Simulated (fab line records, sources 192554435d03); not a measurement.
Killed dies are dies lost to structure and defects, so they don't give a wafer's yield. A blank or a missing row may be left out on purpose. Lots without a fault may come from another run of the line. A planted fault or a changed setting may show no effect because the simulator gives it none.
fab line records | flow n5_finfet
record lots=7 wafers=39
route steps=1938 shown PMOS_HMC_CHANNEL_EPI@78 DUMMY_GATE@228 GATE_CUT@469 MOL_CONTACT_COAG@610
start_h: hours from the record's first day to the start of the lot's first wafer shown | wait_h: hours since the lot's step before | " the same as in the row above | L1.1+2: a row that stands for several wafers | - no value, or no start given | * or withheld: withheld | < > ~ a bound
route shown NAME@n: a module of which the file shows steps, and the number in the route of the first | usual: mean/standard deviation of fault-free wafers | same: alike in all rows | chamber/n: place in a boat | sites: the reading at each site | _std_site: their standard deviation | _edge_site: outer sites' mean less inner sites' | radius_mm: how far each site lies from the wafer's centre | mask NAME#n: copy n | behind: the tool/chamber that last shaped the wafer | hold: why the lot was held/for how many hours/how that ended | device: the transistor (n, p or np) that didn't switch | end of line: the same wafers' tests at the end of the route | a step without rows: its recipe alone | killed: dies lost to structure and defects at the first sort, not the wafer's yield | map: a wafer's dies, x killed, . not, _ none there
set.NAME: the setting as run; set.NAME@STEP: as run at that earlier step | model.NAME: the simulator's own value behind a step, which no gauge read
lots whose settings were changed on purpose; a table a step, a row a wafer
## steps
# step N5_PMOS_HMC_CHANNEL_EPI_EPI_20
# recipe material=SiGe30 mask_material=SiO2 pressure_torr=20 target_thk_a=590 temp_c=600
# columns lot.wafer tool chamber start_h wait_h set.temp_c model.SiGe30_of_PMOS_HMC_CHANNEL_EPI_EPI_20.thk_nm
L078.1 epi_rpcvd-01 0 41.72 0.0 600 59.43
L078.2 " 0 " " 600 60.01
L078.5 " 0 " " 600 59.45
L081.1 epi_rpcvd-04 0 59.99 0.0 600 58.54
L081.2 " 0 " " 598.2 56.99
L081.3 " 0 " " 598.2 57.14
L081.4 " 0 " " 600 58.38
L081.5 " 0 " " 598.2 56.8
L081.6 " 0 " " 600 58.12
L082.1 epi_rpcvd-01 0 65.97 0.0 600 59.82
L082.2 " 0 " " 606 66.74
L082.3 " 0 " " 606 67.05
L082.4 " 0 " " 600 59.92
L082.5 " 0 " " 600 60.04
L082.6 " 0 " " 606 66.2
L083.1 epi_rpcvd-04 0 71.92 0.0 603.5 62.92
L083.2 " 0 " " 600 58.67
L083.3 " 0 " " 603.5 63.26
L083.4 " 0 " " 603.5 63.05
L083.5 " 0 " " 600 59.12
L083.6 " 0 " " 600 59.2
L087.1 epi_rpcvd-01 0 96.17 0.0 594.9 55.13
L087.2 " 0 " " 594.9 55.25
L087.3 " 0 " " 600 59.11
L087.4 " 0 " " 600 60.27
L087.5 " 0 " " 594.9 54.6
L087.6 " 0 " " 600 59.9
L089.1 epi_rpcvd-01 0 107.81 0.0 600 60.25
L089.2 " 0 " " 600 61.03
L089.3 " 0 " " 600 59.91
L089.4 " 0 " " 600 59.92
L089.5 " 0 " " 600 59.48
L089.6 " 0 " " 600 59.26
L092.1 epi_rpcvd-01 0 125.99 0.0 602.5 60.58
L092.2 " 0 " " 600 57.61
L092.3 " 0 " " 602.5 60.75
L092.4 " 0 " " 600 58.17
L092.5 " 0 " " 602.5 61.07
L092.6 " 0 " " 600 58.18
# step N5_DUMMY_GATE_EXPOSE_12
# recipe mask_id=GATE na=0.33 source_shape=annular sigma_inner=0.2 sigma_outer=0.6 polarization=unpolarized target_cd_nm=25 dose_mj=34
# columns lot.wafer tool chamber start_h wait_h mask set.dose_mj
L078.1+2+5 euv_scanner-01 0 70.53 - GATE#0 34
L081.1+3+4 euv_scanner-01 0 86.64 - GATE#0 33.04
L081.2+5+6 " 0 " " GATE#0 34
L082.1+2+3+4+5+6 euv_scanner-01 0 94.55 - GATE#0 34
L083.1+2+6 euv_scanner-01 0 100.90 - GATE#0 34
L083.3+4+5 " 0 " " GATE#0 36.69
L087.1+3+6 euv_scanner-02 0 123.16 - GATE#0 36.69
L087.2+4+5 " 0 " " GATE#0 34
L089.1+4+5 euv_scanner-02 0 135.19 - GATE#0 34
L089.2+3+6 " 0 " " GATE#0 32.74
L092.1+2+3 euv_scanner-02 0 155.61 - GATE#0 32.01
L092.4+5+6 " 0 " " GATE#0 34
# step N5_DUMMY_GATE_PEB_13
# recipe peb_temp_c=100 peb_time_s=60 resist=CAR-EUV
# step N5_DUMMY_GATE_DEVELOP_14
# recipe develop_time_s=30 developer=TMAH resist=CAR-EUV rinse_liquid=surfactant_rinse dry=air_spin dev_temp_c=23
# step N5_DUMMY_GATE_CD_MEAS_15
# recipe target_cd_nm=25.8 landing_energy_ev=500 detector=se_inlens
# usual cd_nm=25.01/0.28
# columns lot.wafer tool chamber start_h wait_h set.dose_mj@DUMMY_GATE_EXPOSE_12 cd_nm
L078.1 cd_sem-01 0 70.66 - 34 24.39
L078.2 " 0 " " 34 25.10
L078.5 " 0 " " 34 25.06
L081.1 cd_sem-02 0 86.76 - 33.04 25.58
L081.2 " 0 " " 34 25.40
L081.3 " 0 " " 33.04 25.47
L081.4 " 0 " " 33.04 25.73
L081.5 " 0 " " 34 25.74
L081.6 " 0 " " 34 24.89
L082.1 cd_sem-02 0 94.68 - 34 24.52
L082.2 " 0 " " 34 25.31
L082.3 " 0 " " 34 24.63
L082.4 " 0 " " 34 25.26
L082.5 " 0 " " 34 25.03
L082.6 " 0 " " 34 25.37
L083.1 cd_sem-02 0 101.03 - 34 25.18
L083.2 " 0 " " 34 25.23
L083.3 " 0 " " 36.69 23.61
L083.4 " 0 " " 36.69 23.91
L083.5 " 0 " " 36.69 23.93
L083.6 " 0 " " 34 25.55
L087.1 cd_sem-01 0 123.28 - 36.69 23.56
L087.2 " 0 " " 34 25.09
L087.3 " 0 " " 36.69 23.85
L087.4 " 0 " " 34 25.33
L087.5 " 0 " " 34 25.09
L087.6 " 0 " " 36.69 23.61
L089.1 cd_sem-02 0 135.32 - 34 25.08
L089.2 " 0 " " 32.74 25.31
L089.3 " 0 " " 32.74 25.28
L089.4 " 0 " " 34 24.73
L089.5 " 0 " " 34 24.95
L089.6 " 0 " " 32.74 25.72
L092.1 cd_sem-02 0 155.74 - 32.01 25.82
L092.2 " 0 " " 32.01 25.90
L092.3 " 0 " " 32.01 26.28
L092.4 " 0 " " 34 25.72
L092.5 " 0 " " 34 25.11
L092.6 " 0 " " 34 25.15
# step N5_DUMMY_GATE_ETCH_37
# recipe chemistry=N2/H2 target=SOC target_depth_a=600 overetch_a=300 temp_c=40 ion_energy_ev=200 pressure_mtorr=30 source_w=840 bias_w=150 n2_flow_sccm=200 h2_flow_sccm=200
# usual rf_vpp_V=524.3/2
# columns lot.wafer tool chamber start_h wait_h set.source_w rf_vpp_V
L078.1 rie_diel-06 1 71.18 0.0 840 525.5
L078.2 " 2 " " 840 524.5
L078.5 " 3 " " 840 523.9
L081.1 rie_diel-02 0 87.04 0.0 706.5 552.5
L081.2 " 3 " " 840 525.8
L081.3 " 1 " " 706.5 557.9
L081.4 " 2 " " 840 525.1
L081.5 " 0 " " 840 519.1
L081.6 " 1 " " 706.5 558.7
L082.1 rie_diel-06 0 94.95 0.0 840 524.1
L082.2 " 1 " " 840 527.5
L082.3 " 2 " " 840 522.9
L082.4 " 3 " " 840 522.5
L082.5 " 0 " " 840 522.4
L082.6 " 3 " " 840 523.3
L083.1 rie_diel-01 1 101.41 0.0 840 526.2
L083.2 " 0 " " 840 524.1
L083.3 " 2 " " 840 523.9
L083.4 " 3 " " 840 521.9
L083.5 " 1 " " 840 526.8
L083.6 " 2 " " 840 523.3
L087.1 rie_diel-01 3 123.73 0.0 904.6 510.6
L087.2 " 2 " " 904.6 509.7
L087.3 " 0 " " 840 523.8
L087.4 " 1 " " 840 524.4
L087.5 " 1 " " 840 526.6
L087.6 " 2 " " 904.6 510.1
L089.1 rie_diel-06 2 135.60 0.0 840 524.4
L089.2 " 3 " " 840 522.3
L089.3 " 0 " " 840 520.6
L089.4 " 1 " " 840 525.8
L089.5 " 0 " " 840 522.0
L089.6 " 1 " " 840 527.2
L092.1 rie_diel-06 1 156.02 0.0 781.5 538.7
L092.2 " 0 " " 840 522.9
L092.3 " 2 " " 781.5 537.3
L092.4 " 1 " " 781.5 538.7
L092.5 " 0 " " 840 522.9
L092.6 " 2 " " 840 524.3
# step N5_DUMMY_GATE_STRIP_38
# recipe chemistry=N2/H2 temp_c=40 n2_flow_sccm=200 h2_flow_sccm=200 rf_frequency_hz=6e+07
# step N5_DUMMY_GATE_STRIP_39
# recipe chemistry=N2/H2 temp_c=40 n2_flow_sccm=200 h2_flow_sccm=200 rf_frequency_hz=6e+07
# step N5_DUMMY_GATE_TRIM_49
# recipe chemistry=O2 resist=SOC time_s=29 target_cd_nm=14 source_power_w=300 bias_power_w=0 O2_flow_sccm=100 temp_c=20
# columns lot.wafer tool chamber start_h wait_h set.dose_mj@DUMMY_GATE_EXPOSE_12 model.DUMMY_GATE.cd_nm
L078.1+2+5 rie_si-01 3,2,2 71.26 0.0 34 14.2
L081.1 rie_si-04 1 87.12 0.0 33.04 15.6
L081.2 " 0 " " 34 14.2
L081.3 " 2 " " 33.04 15.2
L081.4 " 3 " " 33.04 14.8
L081.5 " 1 " " 34 14.6
L081.6 " 2 " " 34 14.4
L082.1 rie_si-04 2 95.03 0.0 34 14.2
L082.2+4+6 " 0,3,0 " " 34 14
L082.3 " 1 " " 34 13.8
L082.5 " 3 " " 34 14.4
L083.1 rie_si-02 1 101.49 0.0 34 13.6
L083.2 " 2 " " 34 14
L083.3 " 0 " " 36.69 12.8
L083.4+5 " 3 " " 36.69 12.4
L083.6 " 0 " " 34 14.2
L087.1 rie_si-04 0 123.81 0.0 36.69 12.2
L087.2+4 " 2,1 " " 34 14.2
L087.3+6 " 3 " " 36.69 12.8
L087.5 " 0 " " 34 13.8
L089.1 rie_si-02 2 135.68 0.0 34 13.8
L089.2 " 0 " " 32.74 14.8
L089.3+6 " 3,2 " " 32.74 14.4
L089.4 " 1 " " 34 13.6
L089.5 " 3 " " 34 14
L092.1 rie_si-02 3 156.10 0.0 32.01 15
L092.2 " 2 " " 32.01 15.4
L092.3 " 0 " " 32.01 15.6
L092.4+5 " 1 " " 34 14
L092.6 " 2 " " 34 14.2
# step N5_DUMMY_GATE_ETCH_31
# recipe chemistry=C4F6/O2 target=SiO2 mask_material=SOC target_depth_a=825 time_s=27.5 ion_energy_ev=250 pressure_mtorr=30 source_w=345 bias_w=185 Ar_flow_sccm=300 C4F6_flow_sccm=10 O2_flow_sccm=10
# columns lot.wafer tool chamber start_h wait_h set.target_depth_a model.etch.depth_nm model.SOC_of_DUMMY_GATE_COAT_34.thk_nm
L078.1 rie_diel-02 1 71.54 0.0 825 83.22 51.4
L078.2 " 2 " " 825 81.3 51.8
L078.5 " 3 " " 825 84.09 51.6
L081.1 rie_diel-01 2 87.32 0.0 825 84.91 51.4
L081.2 " 1 " " 825 81.7 52
L081.3 " 3 " " 722.5 71.48 53
L081.4 " 0 " " 722.5 73.53 53
L081.5 " 3 " " 722.5 71.65 53
L081.6 " 0 " " 825 84.95 52
L082.1 rie_diel-02 3 95.48 0.0 825 86.41 51.6
L082.2 " 0 " " 825 81.44 51.8
L082.3 " 2 " " 825 82.16 52
L082.4 " 1 " " 825 85.7 51.6
L082.5 " 2 " " 825 82.33 52
L082.6 " 3 " " 825 86.61 51.6
L083.1 rie_diel-01 0 101.70 0.0 773.1 79.06 52.4
L083.2 " 2 " " 773.1 79.94 51.8
L083.3 " 1 " " 773.1 77.2 52.4
L083.4 " 3 " " 825 81.64 51.8
L083.5 " 1 " " 825 81.34 51.8
L083.6 " 2 " " 825 85.72 51.2
L087.1 rie_diel-01 2 124.01 0.0 914.3 95.13 50.2
L087.2 " 0 " " 825 83.14 51.8
L087.3 " 1 " " 825 82.17 51.6
L087.4 " 3 " " 914.3 90.63 50.8
L087.5 " 0 " " 825 83.44 51.6
L087.6 " 3 " " 914.3 91.26 50.8
L089.1 rie_diel-01 3 135.87 0.0 825 81.76 51.8
L089.2 " 2 " " 868.7 89.96 51
L089.3 " 0 " " 825 83.59 51.8
L089.4 " 1 " " 825 81.22 51.8
L089.5 " 3 " " 868.7 85.56 51.4
L089.6 " 0 " " 868.7 87.95 51.4
L092.1 rie_diel-02 2 156.29 0.0 825 82.72 52
L092.2 " 3 " " 825 84.46 51.8
L092.3 " 1 " " 825 84.57 51.6
L092.4 " 0 " " 825 81.09 52
L092.5 " 2 " " 825 82.22 51.8
L092.6 " 3 " " 825 84.68 51.8
# step N5_DUMMY_GATE_STRIP_41
# recipe chemistry=O2 power_w=400 temp_c=40 pressure_mtorr=30 rf_frequency_hz=6e+07 bias_power_w=0 overash_fraction=0.3 o2_flow_sccm=225
# step N5_DUMMY_GATE_HM_OPEN_21
# recipe chemistry=CH3F/O2 target=SiNx target_depth_a=1200 Ar_flow_sccm=150 CH3F_flow_sccm=30 O2_flow_sccm=23 time_s=171.4 pressure_mtorr=30 source_w=395 bias_w=73 ion_energy_ev=120.7
# step N5_DUMMY_GATE_ETCH_32
# recipe chemistry=CF4 target=SiO2 target_depth_a=35 time_s=3.9 ion_energy_ev=350 pressure_mtorr=10 icp_w=800 bias_w=400 cf4_flow_sccm=80
# step N5_DUMMY_GATE_ETCH_23
# recipe chemistry=HBr/Cl2/O2 HBr_flow_sccm=150 Cl2_flow_sccm=80 O2_flow_sccm=12 bias_w=102 target_depth_a=410 time_s=22.3 target=poly-Si mask_material=SiO2 pressure_mtorr=10 icp_w=800
# step N5_DUMMY_GATE_ETCH_44
# recipe chemistry=HBr/O2 over_etch_frac=0.7 target_depth_a=1275 stop_on=SiO2 ion_energy_ev=60 bias_w=20 target=poly-Si mask_material=SiO2 pressure_mtorr=20 icp_w=400 HBr_flow_sccm=120 O2_flow_sccm=10
# columns lot.wafer tool chamber start_h wait_h set.dose_mj@DUMMY_GATE_EXPOSE_12 model.DUMMY_GATE.cd_nm
L078.1+5 rie_si-04 1,0 71.88 0.0 34 15.4
L078.2 " 3 " " 34 15.2
L081.1 rie_si-01 2 87.66 0.0 33.04 16.8
L081.2 " 1 " " 34 15.2
L081.3 " 0 " " 33.04 16.4
L081.4 " 3 " " 33.04 16.2
L081.5 " 3 " " 34 16
L081.6 " 0 " " 34 15.8
L082.1 rie_si-04 0 95.81 0.0 34 15.2
L082.2 " 2 " " 34 14.6
L082.3 " 1 " " 34 15
L082.4+6 " 3,0 " " 34 14.8
L082.5 " 1 " " 34 15.4
L083.1 rie_si-02 1 102.04 0.0 34 14.8
L083.2 " 2 " " 34 15
L083.3 " 3 " " 36.69 13.8
L083.4 " 0 " " 36.69 13.6
L083.5 " 3 " " 36.69 13.4
L083.6 " 2 " " 34 15.2
L087.1 rie_si-04 3 124.34 0.0 36.69 13.2
L087.2+4 " 2,1 " " 34 15
L087.3 " 0 " " 36.69 13.4
L087.5 " 3 " " 34 14.8
L087.6 " 2 " " 36.69 13.6
L089.1 rie_si-04 0 136.21 0.0 34 14.8
L089.2 " 1 " " 32.74 15.8
L089.3 " 3 " " 32.74 15.2
L089.4 " 2 " " 34 14.4
L089.5 " 0 " " 34 15.2
L089.6 " 3 " " 32.74 15.4
L092.1 rie_si-02 1 156.63 0.0 32.01 16.2
L092.2 " 0 " " 32.01 16.4
L092.3 " 3 " " 32.01 16.8
L092.4 " 2 " " 34 15
L092.5 " 3 " " 34 15.4
L092.6 " 0 " " 34 15.2
# step N5_DUMMY_GATE_CD_MEAS_24
# recipe target_cd_nm=15
# usual cd_nm=15.1/0.36
# columns lot.wafer tool chamber start_h wait_h set.dose_mj@DUMMY_GATE_EXPOSE_12 cd_nm
L078.1 cd_sem-02 - 71.99 0.1 34 15.4
L078.2 " - " " 34 15.2
L078.5 " - " " 34 15.6
L081.1 cd_sem-03 - 87.77 0.1 33.04 16.6
L081.2 " - " " 34 15.2
L081.3 " - " " 33.04 16.5
L081.4 " - " " 33.04 16.0
L081.5 " - " " 34 15.9
L081.6 " - " " 34 16.1
L082.1 cd_sem-02 - 95.92 0.1 34 14.8
L082.2 " - " " 34 14.7
L082.3 " - " " 34 14.6
L082.4 " - " " 34 14.7
L082.5 " - " " 34 15.1
L082.6 " - " " 34 14.8
L083.1 cd_sem-01 - 102.15 0.1 34 14.7
L083.2 " - " " 34 14.9
L083.3 " - " " 36.69 14.0
L083.4 " - " " 36.69 13.9
L083.5 " - " " 36.69 13.3
L083.6 " - " " 34 15.4
L087.1 cd_sem-02 - 124.45 0.1 36.69 13.2
L087.2 " - " " 34 15.0
L087.3 " - " " 36.69 13.7
L087.4 " - " " 34 15.1
L087.5 " - " " 34 14.7
L087.6 " - " " 36.69 13.4
L089.1 cd_sem-02 - 136.32 0.1 34 14.7
L089.2 " - " " 32.74 15.8
L089.3 " - " " 32.74 15.5
L089.4 " - " " 34 14.3
L089.5 " - " " 34 15.1
L089.6 " - " " 32.74 15.1
L092.1 cd_sem-03 - 156.74 0.1 32.01 16.2
L092.2 " - " " 32.01 16.6
L092.3 " - " " 32.01 16.9
L092.4 " - " " 34 15.1
L092.5 " - " " 34 15.1
L092.6 " - " " 34 15.4
# step N5_GATE_CUT_ETCH_58
# recipe chemistry=CH3F/O2 target=SiNx target_depth_a=170 time_s=128.6 ion_energy_ev=50 pressure_mtorr=30 source_w=415 bias_w=21 Ar_flow_sccm=150 CH3F_flow_sccm=30 O2_flow_sccm=20
# columns lot.wafer tool chamber start_h wait_h set.time_s model.etch.depth_nm
L078.1 rie_diel-02 0 104.39 0.1 128.6 16.98
L078.2 " 3 " " 128.6 17.99
L078.5 " 1 " " 128.6 17.94
L081.1 rie_diel-02 1 120.96 0.0 128.6 17.59
L081.2 " 0 " " 128.6 16.62
L081.3 " 2 " " 128.6 16.76
L081.4 " 3 " " 128.6 17.74
L081.5 " 3 " " 128.6 17.76
L081.6 " 0 " " 128.6 16.56
L082.1 rie_diel-01 0 129.06 0.0 128.6 17.44
L082.2 " 3 " " 128.6 17.01
L082.3 " 1 " " 128.6 16.84
L082.4 " 2 " " 128.6 17.81
L082.5 " 2 " " 128.6 17.88
L082.6 " 1 " " 128.6 16.95
L083.1 rie_diel-02 1 134.00 0.0 128.6 17.71
L083.2 " 0 " " 97.75 12.76
L083.3 " 3 " " 128.6 17.65
L083.4 " 2 " " 97.75 12.89
L083.5 " 1 " " 128.6 17.64
L083.6 " 0 " " 97.75 12.68
L087.1 rie_diel-01 0 157.64 0.0 140.2 18.64
L087.2 " 2 " " 128.6 17.59
L087.3 " 3 " " 140.2 18.28
L087.4 " 1 " " 128.6 16.8
L087.5 " 0 " " 140.2 18.58
L087.6 " 3 " " 128.6 16.82
L089.1 rie_diel-01 3 176.08 0.0 128.6 16.7
L089.2 " 0 " " 128.6 16.91
L089.3 " 1 " " 128.6 16.62
L089.4 " 0 " " 128.6 16.86
L089.5 " 1 " " 128.6 16.69
L089.6 " 3 " " 128.6 16.95
L092.1 rie_diel-02 1 187.72 0.1 128.6 17.71
L092.2 " 0 " " 128.6 17.06
L092.3 " 2 " " 128.6 17.19
L092.4 " 3 " " 128.6 17.62
L092.5 " 3 " " 128.6 17.84
L092.6 " 2 " " 128.6 17.27
# step N5_MOL_CONTACT_COAG_ETCH_67
# recipe chemistry=N2/H2 target=SOC target_depth_a=600 overetch_a=210 mask_material=SiARC temp_c=40 time_s=101.2 ion_energy_ev=200 pressure_mtorr=30 source_w=840 bias_w=150 n2_flow_sccm=200 h2_flow_sccm=200
# usual rf_vpp_V=523/3.4
# columns lot.wafer tool chamber start_h wait_h set.source_w rf_vpp_V
L078.1 rie_diel-03 0 127.28 0.0 840 519
L078.2 " 1 " " 840 527
L078.5 " 2 " " 840 524
L081.1 rie_diel-05 1 140.73 0.0 840 525
L081.2 " 3 " " 695 563
L081.3 " 2 " " 695 552
L081.4 " 0 " " 840 522
L081.5 " 2 " " 840 518
L081.6 " 1 " " 695 560
L082.1 rie_diel-05 1 147.94 0.0 687.6 560
L082.2 " 0 " " 840 524
L082.3 " 3 " " 687.6 564
L082.4 " 2 " " 840 518
L082.5 " 0 " " 687.6 559
L082.6 " 1 " " 840 524
L083.1 rie_diel-05 2 155.32 0.0 840 519
L083.2 " 3 " " 712.6 558
L083.3 " 0 " " 712.6 552
L083.4 " 1 " " 840 525
L083.5 " 2 " " 712.6 546
L083.6 " 1 " " 840 526
L087.1 rie_diel-03 0 176.79 0.0 840 519
L087.2 " 3 " " 840 526
L087.3 " 3 " " 840 525
L087.4 " 0 " " 946.8 498
L087.5 " 3 " " 946.8 506
L087.6 " 0 " " 946.8 498
L089.1 rie_diel-04 3 196.96 0.0 840 523
L089.2 " 2 " " 899.2 511
L089.3 " 0 " " 899.2 517
L089.4 " 1 " " 840 523
L089.5 " 1 " " 899.2 512
L089.6 " 0 " " 840 528
L092.1 rie_diel-05 0 207.43 0.0 840 522
L092.2 " 1 " " 979.8 498
L092.3 " 3 " " 979.8 502
L092.4 " 2 " " 840 518
L092.5 " 2 " " 840 519
L092.6 " 1 " " 979.8 498
## key
split step=N5_PMOS_HMC_CHANNEL_EPI_EPI_20 setting=temp_c stated=600 by=wafer
response step=N5_PMOS_HMC_CHANNEL_EPI_EPI_20 reading=model.SiGe30_of_PMOS_HMC_CHANNEL_EPI_EPI_20.thk_nm change=+6.34 per=1% r=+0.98
split step=N5_DUMMY_GATE_EXPOSE_12 setting=dose_mj stated=34 by=wafer
response step=N5_DUMMY_GATE_CD_MEAS_15 reading=cd_nm change=-0.167 per=1% r=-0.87
response step=N5_DUMMY_GATE_TRIM_49 reading=model.DUMMY_GATE.cd_nm change=-0.194 per=1% r=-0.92
response step=N5_DUMMY_GATE_ETCH_44 reading=model.DUMMY_GATE.cd_nm change=-0.195 per=1% r=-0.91
response step=N5_DUMMY_GATE_CD_MEAS_24 reading=cd_nm change=-0.191 per=1% r=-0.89
split step=N5_DUMMY_GATE_ETCH_37 setting=source_w stated=840 by=wafer
response step=N5_DUMMY_GATE_ETCH_37 reading=rf_vpp_V change=-2.06 per=1% r=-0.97
split step=N5_DUMMY_GATE_ETCH_31 setting=target_depth_a stated=825 by=wafer
response step=N5_DUMMY_GATE_ETCH_31 reading=model.etch.depth_nm change=+0.892 per=1% r=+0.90
response step=N5_DUMMY_GATE_ETCH_31 reading=model.SOC_of_DUMMY_GATE_COAT_34.thk_nm change=-0.0975 per=1% r=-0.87
split step=N5_GATE_CUT_ETCH_58 setting=time_s stated=128.6 by=wafer
response step=N5_GATE_CUT_ETCH_58 reading=model.etch.depth_nm change=+0.198 per=1% r=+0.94
split step=N5_MOL_CONTACT_COAG_ETCH_67 setting=source_w stated=840 by=wafer
response step=N5_MOL_CONTACT_COAG_ETCH_67 reading=rf_vpp_V change=-1.84 per=1% r=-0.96
